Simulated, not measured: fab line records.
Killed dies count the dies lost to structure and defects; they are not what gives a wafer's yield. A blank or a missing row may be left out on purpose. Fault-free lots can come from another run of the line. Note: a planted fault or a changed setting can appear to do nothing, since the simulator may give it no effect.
One fault through the eyes of 2 desks :: flow n5-finfet :: each desk holds nothing but its own numbers, with what lay behind them at the end

## METROLOGY DESK
What the gauges read for every lot (on any tool): the sampled wafers with a number, averaged. A lot is out of limits, marked OUT, if its mean lies more than 4 standard deviations from the usual mean; the brackets give that distance. 7 of its 12 readings are shown: the first one out of limits and those lying furthest out on some lot.
Columns: A = cd-nm at N5_BEOL_M1_CD_MEAS_28, usual 23.90 nm; B = trench-depth-nm at N5_BEOL_M1_OCD_MEAS_38, usual 55.3 nm; C = DIBL_P at N5_BEOL_M4_RC_MEAS_101, usual 36.7 mV/V; D = IOFF_N at N5_BEOL_M4_RC_MEAS_101, usual 0.17 nA/um; E = IOFF_P at N5_BEOL_M4_RC_MEAS_101, usual 0.22 nA/um; F = ION_P at N5_BEOL_M4_RC_MEAS_101, usual 462 uA/um; G = VT_N at N5_BEOL_M4_RC_MEAS_101, usual 249 mV
lot: L110
first seen here: day 6 05:44
A: 23.86
B: 55.3
C: 33.1
D: 0.12
E: 0.18
F: 464
G: 253

lot: L111
first seen here: day 6 09:30
A: 23.94
B: 56.0
C: 39.1
D: 0.20
E: 0.29
F: 473
G: 248

lot: L114
first seen here: day 7 08:32
A: 23.74
B: 56.3
C: 36.9
D: 0.15
E: 0.21
F: 462
G: 251

lot: L118
first seen here: day 8 05:17
A: 23.87
B: 55.7
C: 37.8
D: 0.16
E: 0.20
F: 461
G: 251

lot: L121
first seen here: day 9 01:13
A: 23.88
B: 55.9
C: 37.1
D: 0.16
E: 0.21
F: 461
G: 249

lot: L124
first seen here: day 9 22:02
A: 23.53
B: 59.4 (+4.3) OUT
C: 36.4
D: 0.16
E: 0.18
F: 454
G: 250

lot: L128
first seen here: day 10 13:49
A: 24.05
B: 54.4
C: 34.9
D: 0.15
E: 0.18
F: 457
G: 254

lot: L132
first seen here: day 11 15:34
A: 23.59
B: 55.5
C: 36.4
D: 0.15
E: 0.21
F: 457
G: 250

lot: L133
first seen here: day 12 01:29
A: 23.87
B: 54.3
C: 37.1
D: 0.18
E: 0.24
F: 467
G: 247
This desk's verdict: out of limits on L124, starting with L124 at day 10 00:13 (trench-depth-nm at N5_BEOL_M1_OCD_MEAS_38). Within limits: L110, L111, L114, L118, L121, L128, L132, L133.

## TOOL OWNER'S DESK, rie-diel-05
The tool's own readings at N5_BEOL_M1_TRENCH_ETCH_37 (etches SiOC in C4F6/O2, target depth 55.207 nm, time 29 s): means of the sampled wafers that have a number, for each lot that ran on this tool. A lot is out of limits, marked OUT, if its mean lies more than 4 standard deviations from the usual mean; the brackets give that distance. 7 of its 9 readings are shown: the first one out of limits and those lying furthest out on some lot.
Columns: A = oes_ar_750_au at N5_BEOL_M1_TRENCH_ETCH_37, usual 0.79 a.u.; B = oes_f_703_au at N5_BEOL_M1_TRENCH_ETCH_37, usual 0.79 a.u.; C = oes_o_777_au at N5_BEOL_M1_TRENCH_ETCH_37, usual 0.80 a.u.; D = oes-product-au at N5_BEOL_M1_TRENCH_ETCH_37, usual 0.80 a.u.; E = rf-fwd-power-W at N5_BEOL_M1_TRENCH_ETCH_37, usual 349.2 W; F = rf-vpp-V at N5_BEOL_M1_TRENCH_ETCH_37, usual 668 V; G = showerhead-plenum-p-Torr at N5_BEOL_M1_TRENCH_ETCH_37, usual 2.87 Torr
lot: L114
first seen here: day 7 10:39
A: 0.93
B: 0.93
C: 0.93
D: 0.95
E: 349.3
F: 674
G: 2.94

lot: L118
first seen here: day 8 12:52
A: 0.86
B: 0.85
C: 0.86
D: 0.87
E: 347.3
F: 670
G: 2.86

lot: L121
first seen here: day 9 13:40
A: 0.89
B: 0.89
C: 0.90
D: 0.89
E: 350.1
F: 676
G: 3.01

lot: L124
first seen here: day 10 00:03
A: 0.94
B: 1.06
C: 1.05
D: 0.90
E: 419.7 (+35) OUT
F: 624 (-4.4) OUT
G: 3.00
This desk's verdict: out of limits on L124, starting with L124 at day 10 00:03 (rf-fwd-power-W at N5_BEOL_M1_TRENCH_ETCH_37). Within limits: L114, L118, L121.

## BROUGHT TOGETHER
An alarm could have come from the tool owner's desk at day 10 00:03, on L124.
At day 10 00:13 the metrology desk could have sounded an alarm, on L124.
Of the lots named, all ran N5_BEOL_M1_TRENCH_ETCH_37 on rie-diel-05.

## WHAT WAS PUT IN BY THE SIMULATOR
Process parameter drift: rie-diel-05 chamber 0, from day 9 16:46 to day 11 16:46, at N5_BEOL_M1_TRENCH_ETCH_37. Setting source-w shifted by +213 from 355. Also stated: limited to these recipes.
Lots struck among those shown: L124.
Delay (hours) between the fault's onset and each desk's first out-of-limits reading: 7 at the tool owner's desk, 7 at the metrology desk.
